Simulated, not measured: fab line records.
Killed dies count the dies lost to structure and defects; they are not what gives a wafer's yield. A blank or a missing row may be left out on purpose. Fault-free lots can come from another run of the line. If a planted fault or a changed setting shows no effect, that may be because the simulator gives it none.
Commonality check across tools ; flow n5 finfet ; 8 lots, 24 wafers sampled

REASON FOR OPENING
At N5_BEOL_M9_OCD_MEAS_38 the reading trench depth nm is flagged on 2 of 8 lots. Fault-free wafers read 150.1 nm, with a standard deviation of 2.7.
Rule: a lot is flagged when every wafer of it that has a number lies more than 4 standard deviations from that mean, or none has a number. The other lots count as sound.

lot;measured;on;trench depth nm (nm), wafer by wafer;flag
L186;day 11 01:11;ocd-02;147.1 151.0 148.3;
L189;day 11 06:46;ocd-02;147.8 149.3 150.8;
L193;day 12 11:41;ocd-02;150.8 149.2 145.4;
L199;day 14 10:32;ocd-01;112.7 115.6 115.5;FLAGGED
L205;day 15 11:56;ocd-01;152.3 150.3 151.4;
L204;day 15 11:59;ocd-02;149.1 150.1 153.4;
L203;day 15 12:01;ocd-01;112.6 112.3 110.4;FLAGGED
L207;day 16 19:17;ocd-02;148.4 152.5 151.1;
Average over the flagged lots: 113.2 nm; offset from the usual -36.9 nm, equal to -14 standard deviations.

EACH LOT AND THE TOOL IT RAN ON
4 process steps preceding the reading are held in the record, out of 1938 steps in the route. In each cell: the tool, then ch and the chambers that the sampled wafers went through, then the start.
lot;flag;N5_BEOL_M9_ETCH_76;N5_BEOL_M9_ETCH_65;N5_BEOL_M9_STRIP_36;N5_BEOL_M9_TRENCH_ETCH_37
L186;;rie diel-04 ch 0,1,2, day 11 00:46;rie diel-04 ch 0,1,2, day 11 00:47;rie diel-04 ch 0,1,2, day 11 00:58;rie diel-04 ch 0,1,2, day 11 01:01
L189;;rie diel-04 ch 1,2,3, day 11 06:21;rie diel-04 ch 1,2,3, day 11 06:22;rie diel-04 ch 1,2,3, day 11 06:34;rie diel-04 ch 1,2,3, day 11 06:36
L193;;rie diel-04 ch 1,2,3, day 12 11:16;rie diel-04 ch 1,2,3, day 12 11:17;rie diel-04 ch 1,2,3, day 12 11:28;rie diel-04 ch 1,2,3, day 12 11:31
L199;FLAGGED;rie diel-04 ch 1,2, day 14 10:07;rie diel-04 ch 1,2, day 14 10:08;rie diel-04 ch 1,2, day 14 10:19;rie diel-04 ch 1,2, day 14 10:22
L205;;rie diel-03 ch 0,1,3, day 15 11:32;rie diel-03 ch 0,1,3, day 15 11:33;rie diel-03 ch 0,1,3, day 15 11:45;rie diel-03 ch 0,1,3, day 15 11:47
L204;;rie diel-02 ch 0,2, day 15 11:34;rie diel-02 ch 0,2, day 15 11:35;rie diel-02 ch 0,2, day 15 11:46;rie diel-02 ch 0,2, day 15 11:49
L203;FLAGGED;rie diel-04 ch 0,1,2, day 15 11:36;rie diel-04 ch 0,1,2, day 15 11:37;rie diel-04 ch 0,1,2, day 15 11:49;rie diel-04 ch 0,1,2, day 15 11:51
L207;;rie diel-02 ch 0,1,3, day 16 18:52;rie diel-02 ch 0,1,3, day 16 18:53;rie diel-02 ch 0,1,3, day 16 19:04;rie diel-02 ch 0,1,3, day 16 19:07
What these steps do:
- N5_BEOL_M9_ETCH_76: etches underlayer in N2/H2, target depth 6.5 nm, time 5.2 s.
- N5_BEOL_M9_ETCH_65: etches SiARC in CF4, target depth 15.6 nm, time 26 s.
- N5_BEOL_M9_STRIP_36: strips in N2/H2.
- N5_BEOL_M9_TRENCH_ETCH_37: etches SiCOH lowk in C4F6/O2, target depth 151.43 nm, time 49 s.
- N5_BEOL_M9_OCD_MEAS_38

FLAGGED OVER TOTAL, TOOL BY TOOL (the gauges that took the reading come last)
step;tool;lots run;flagged;share of the flagged lots;sound lots run after its first flagged lot
N5_BEOL_M9_ETCH_76;rie diel-02;2;0;none;-
N5_BEOL_M9_ETCH_76;rie diel-03;1;0;none;-
N5_BEOL_M9_ETCH_76;rie diel-04;5;2;all;0
N5_BEOL_M9_ETCH_65;rie diel-02;2;0;none;-
N5_BEOL_M9_ETCH_65;rie diel-03;1;0;none;-
N5_BEOL_M9_ETCH_65;rie diel-04;5;2;all;0
N5_BEOL_M9_STRIP_36;rie diel-02;2;0;none;-
N5_BEOL_M9_STRIP_36;rie diel-03;1;0;none;-
N5_BEOL_M9_STRIP_36;rie diel-04;5;2;all;0
N5_BEOL_M9_TRENCH_ETCH_37;rie diel-02;2;0;none;-
N5_BEOL_M9_TRENCH_ETCH_37;rie diel-03;1;0;none;-
N5_BEOL_M9_TRENCH_ETCH_37;rie diel-04;5;2;all;0
N5_BEOL_M9_OCD_MEAS_38;ocd-01;3;2;all;1 (L205)
N5_BEOL_M9_OCD_MEAS_38;ocd-02;5;0;none;-

WHAT THE TABLE PERMITS
5 rows of the table ran every flagged lot: rie diel-04 at N5_BEOL_M9_ETCH_76, rie diel-04 at N5_BEOL_M9_ETCH_65, rie diel-04 at N5_BEOL_M9_STRIP_36, rie diel-04 at N5_BEOL_M9_TRENCH_ETCH_37, ocd-01 at N5_BEOL_M9_OCD_MEAS_38.
- rie diel-04 at N5_BEOL_M9_ETCH_76: 2 of its 5 lots flagged. It ran its last sound lot, L193, at day 12 11:16 and its first flagged lot, L199, at day 14 10:07: a fault with its onset between the two fits.
- rie diel-04 at N5_BEOL_M9_ETCH_65: 2 of its 5 lots flagged. It ran its last sound lot, L193, at day 12 11:17 and its first flagged lot, L199, at day 14 10:08: a fault with its onset between the two fits.
- rie diel-04 at N5_BEOL_M9_STRIP_36: 2 of its 5 lots flagged. It ran its last sound lot, L193, at day 12 11:28 and its first flagged lot, L199, at day 14 10:19: a fault with its onset between the two fits.
- rie diel-04 at N5_BEOL_M9_TRENCH_ETCH_37: 2 of its 5 lots flagged. It ran its last sound lot, L193, at day 12 11:31 and its first flagged lot, L199, at day 14 10:22: a fault with its onset between the two fits. Its own readings (bias w, rf vpp V) fall more than 4 standard deviations out on all wafers of the flagged lots.
- ocd-01 at N5_BEOL_M9_OCD_MEAS_38: 2 of its 3 lots flagged. Sound lots followed the first flagged one (L205) on it, something a lasting fault affecting the whole tool could not allow.
Left over: one tool, rie diel-04 at N5_BEOL_M9_ETCH_76 and N5_BEOL_M9_ETCH_65 and N5_BEOL_M9_STRIP_36 and N5_BEOL_M9_TRENCH_ETCH_37.

WHAT THE SIMULATOR HAD INSERTED
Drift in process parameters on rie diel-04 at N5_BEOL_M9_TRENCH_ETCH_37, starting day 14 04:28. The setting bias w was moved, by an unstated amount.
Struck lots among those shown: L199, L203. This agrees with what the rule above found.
